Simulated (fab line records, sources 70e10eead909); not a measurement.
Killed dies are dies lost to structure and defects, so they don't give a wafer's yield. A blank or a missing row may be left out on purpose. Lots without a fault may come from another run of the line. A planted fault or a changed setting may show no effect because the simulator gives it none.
One fault seen from 3 desks | flow nand_harc | each desk has only its own numbers; what lay behind them comes last

THE METROLOGY DESK
What the gauges read, lot by lot, whatever tool the lot ran on: means of the sampled wafers that have a number. A lot is out of limits, marked OUT, if its mean lies more than 4 standard deviations from the usual mean; the brackets give that distance.
Columns: A = thk_nm at NHARC_A_ONON_D1_THK_MEAS_11, usual 1000 nm; B = thk_nm at NHARC_A_ONON_D1_THK_MEAS_30, usual 998 nm
lot  | first seen here | A    | B
L847 | day 8 02:39     | 1000 | 987
L848 | day 8 14:37     | 999  | 994
L852 | day 10 16:54    | 975  | 987
L853 | day 10 16:54    | 1009 | 990
L854 | day 11 03:11    | 1008 | 999
L855 | day 11 19:24    | 990  | 1005
L856 | day 11 19:26    | 993  | 992
L857 | day 12 13:49    | 1001 | 1012
L858 | day 12 20:04    | 1005 | 991
L859 | day 12 23:40    | 1006 | 1016
L861 | day 14 10:03    | 1001 | 1006
L863 | day 14 19:16    | 994  | 996
L868 | day 16 19:34    | 995  | 1006
L869 | day 17 04:59    | 1015 | 986
This desk's finding: nothing out of limits on any of the 14 lots.

THE TOOL OWNER'S DESK: pecvd_onon-02
The tool's own readings at NHARC_A_ONON_D1_DEP_28 (target thk 1000 nm): means of the sampled wafers that have a number, for each lot that ran on this tool. A lot is out of limits, marked OUT, if its mean lies more than 4 standard deviations from the usual mean; the brackets give that distance.
Columns: A = n2_flow_sccm at NHARC_A_ONON_D1_DEP_28, usual 2752 sccm; B = susceptor_temp_C at NHARC_A_ONON_D1_DEP_28, usual 399.97 C
lot  | first seen here | A    | B
L853 | day 11 02:51    | 2749 | 400.12
L854 | day 11 15:33    | 2755 | 400.12
L856 | day 12 05:44    | 2759 | 399.95
L858 | day 13 06:10    | 2739 | 400.25
L859 | day 13 09:51    | 2760 | 399.94
L861 | day 14 20:35    | 2753 | 399.80
L868 | day 17 05:39    | 2742 | 399.69
This desk's finding: nothing out of limits on any of the 7 lots.

THE DEFECT DESK
What the inspections along the route counted, lot by lot: means of the sampled wafers that have a number. A lot is out of limits, marked OUT, if its mean lies more than 4 standard deviations from the usual mean; the brackets give that distance.
Columns: A = raw_defect_count at NHARC_A_ONON_D1_INSPECT_32, usual 69
lot  | first seen here | A
L847 | day 8 13:51     | 60
L848 | day 9 01:46     | 31
L853 | day 11 03:53    | 57
L852 | day 11 03:56    | 69
L854 | day 11 16:33    | 56
L855 | day 12 06:35    | 56
L856 | day 12 06:47    | 67
L857 | day 13 01:01    | 89
L858 | day 13 07:12    | 48
L859 | day 13 10:52    | 55
L861 | day 14 21:35    | 83
L863 | day 15 06:00    | 54
L868 | day 17 06:43    | 116
L869 | day 17 19:35    | 88
This desk's finding: nothing out of limits on any of the 14 lots.

PUT TOGETHER
The metrology desk saw nothing out of limits.
The tool owner's desk saw nothing out of limits.
The defect desk saw nothing out of limits.

WHAT THE SIMULATOR HAD PUT IN
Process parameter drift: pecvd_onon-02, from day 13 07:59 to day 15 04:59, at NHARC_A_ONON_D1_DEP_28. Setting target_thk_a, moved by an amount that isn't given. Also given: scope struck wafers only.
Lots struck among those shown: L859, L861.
